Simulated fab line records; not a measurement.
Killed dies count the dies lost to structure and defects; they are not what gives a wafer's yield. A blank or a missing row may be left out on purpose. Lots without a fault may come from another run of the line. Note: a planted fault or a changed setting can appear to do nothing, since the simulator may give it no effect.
A lot that was struck, set against a sound lot    flow n5Finfet    20 out of 1938 route steps
Sound: these wafers, L839.1, L839.2, L839.5. Struck: wafer L831.5 (left out: L831.2, a lot-mate that was not struck); the cause follows at the end.
At each step with rows: each side's tool, then ch and its chambers, then its first start. Under that, the readings that differ: sound wafers    struck wafers    difference of the means    sigmas: that difference in standard deviations of wafers without a fault.
alike: words and numbers the same on both sides, and readings whose means are apart by under 2 such deviations; not compared: readings that were withheld, readings missing a value for some wafer, numbers with overlapping values and no deviation given by the record, and bounds like >300 which may hide the same value.
A row with sigmas, a row that says differs or no value, or rows on one side alone: a step with any of these is where the two part. Non-overlapping numbers with no deviation appear without sigmas and do not part them. Lack of a reading on every wafer of one side parts them only where that side has two or more wafers.

first, 9 steps without rows for these wafers: N5_BEOL_M2_COAT_67 (time 60 s, resist thk 60 nm); N5_BEOL_M2_COAT_68 (time 60 s, resist thk 12 nm); N5_BEOL_M2_COAT_76 (time 60 s, resist thk 5 nm); N5_BEOL_M2_COAT_22 (resist thk 30 nm); N5_BEOL_M2_EBR_24; N5_BEOL_M2_SOFTBAKE_23 (time 60 s); N5_BEOL_M2_EXPOSE_25 (exposes mask V1, defocus 5 nm); N5_BEOL_M2_PEB_26 (peb time 60 s); N5_BEOL_M2_DEVELOP_27 (develop time 30 s).
N5_BEOL_M2_CD_MEAS_28: target cd 26.2 nm, target cd y 24.1 nm.
  sound on cdSem-02 ch 0, day 11 05:00; struck on cdSem-01 ch 0, day 9 00:23
reading    sound              struck  difference  sigmas
cdNm (nm)  26.36 26.21 25.86  26.70   +0.56       +2
N5_BEOL_M2_OVL_MEAS_29:
  sound on overlay-02 ch 0, day 11 05:02; struck on overlay-02 ch 0, day 9 00:26
  alike: V1_OVL
N5_BEOL_M2_INSPECT_30: inspects for defects (brightfield).
  sound: defectInspect-02 at day 11 05:05; struck: defectInspect-02 at day 9 00:29
  alike: rawDefectCount
N5_BEOL_M2_DESCUM_33: chemistry O2, time 7 s.
  sound on rieDiel-02 ch 0,2,3, day 11 05:07; struck on rieDiel-01 ch 3, day 9 00:31
reading                                      sound        struck  difference  sigmas
drypumpMotorCurrentA (A)                     5.7 6.0 6.1  4.8     -1.1        -2
model.CAR-EUV_of_BEOL_M2_COAT_22.thkNm (nm)  26 26.2 26   25.6    -0.5        
  alike: oesProductAu, rfVppV, showerheadPlenumPTorr, throttleValvePct
  not compared: rfHoursCounterH
N5_BEOL_M2_ETCH_77: etches underlayer in N2/H2, target depth 6.5 nm, time 5.2 s.
  sound on rieDiel-02 ch 0,2,3, day 11 05:10; struck on rieDiel-01 ch 3, day 9 00:33
reading                   sound        struck  difference  sigmas
drypumpMotorCurrentA (A)  5.6 5.9 6.1  4.8     -1.1        -2
  alike: etchRfOnTimeS, oesProductAu, rfVppV, showerheadPlenumPTorr, throttleValvePct
  not compared: rfHoursCounterH
N5_BEOL_M2_ETCH_69: etches SiARC in CF4, target depth 15.6 nm, time 26 s.
  sound on rieDiel-02 ch 0,2,3, day 11 05:10; struck on rieDiel-01 ch 3, day 9 00:34
reading                   sound        struck  difference  sigmas
drypumpMotorCurrentA (A)  5.6 6.0 6.1  4.8     -1.1        -2
  alike: etchRfOnTimeS, oesProductAu, rfVppV, showerheadPlenumPTorr, throttleValvePct
  not compared: rfHoursCounterH
N5_BEOL_M2_ALD_98: deposits SiO2, target thk 2.5 nm, pulse time 1 s, co reactant pulse time 1 s.
  sound on aldSin-03 ch 1,2, day 11 05:28; struck on aldSin-02 ch 1, day 9 00:39
  alike: heaterPowerW, precursorPulseHeightRel
N5_BEOL_M2_ETCHBACK_99: etches SiO2 in CHF3, target depth 5 nm, time 10.4 s.
  sound on rieDiel-01 ch 0,2, day 11 07:09; struck on rieDiel-05 ch 0, day 9 08:07
reading                                      sound           struck  difference  sigmas
drypumpMotorCurrentA (A)                     6.5 5.7 6.5     5.1     -1.1        -2
oesProductAu (a.u.)                          0.84 0.89 0.84  0.67    -0.19       -2
model.CAR-EUV_of_BEOL_M2_COAT_22.thkNm (nm)  10.4 10.4 10.4  9.8     -0.6        
  alike: CHF3_flow_sccm, rfVppV, showerheadPlenumPTorr, throttleValvePct
  not compared: rfHoursCounterH
N5_BEOL_M2_ETCH_70: etches SOC in N2/H2, target depth 80 nm, overetch 24 nm, time 130 s.
  sound on rieDiel-01 ch 0,2, day 11 07:11; struck on rieDiel-05 ch 0, day 9 08:10
reading                   sound           struck  difference  sigmas
drypumpMotorCurrentA (A)  6.5 5.7 6.5     5.0     -1.2        -3
oesProductAu (a.u.)       0.62 0.66 0.61  0.50    -0.13       -2
  alike: rfVppV, showerheadPlenumPTorr, throttleValvePct
  not compared: rfHoursCounterH
N5_BEOL_M4_RC_MEAS_101:
  sound on prober-01 ch 0, day 12 18:41; struck on prober-02 ch 0, day 10 21:56
reading         sound              struck  difference  sigmas
DIBL_P (mV/V)   40.7 41.1 40.1     37.3    -3.3        -2
IOFF_N (nA/um)  0.207 0.204 0.188  0.150   -0.050      -2
  alike: DIBL_N, IOFF_P, ION_N, ION_P, SS_N, SS_P, VT_N, VT_P
-- a jump in the record: the struck wafers' starts before and after are 4 days apart (it breaks off in module BEOL_M4 and resumes in module PASSIVATION, where the first step shown is number 1936 of the route) --
N5_PASSIVATION_PROBE_49:
  the record has rows for the struck wafers here (prober-02, day 15 07:13) and none for the sound ones

WHERE THEY PART
Last at N5_PASSIVATION_PROBE_49 as far as this record goes, first at N5_BEOL_M2_CD_MEAS_28.

WHY: what the simulator had put in
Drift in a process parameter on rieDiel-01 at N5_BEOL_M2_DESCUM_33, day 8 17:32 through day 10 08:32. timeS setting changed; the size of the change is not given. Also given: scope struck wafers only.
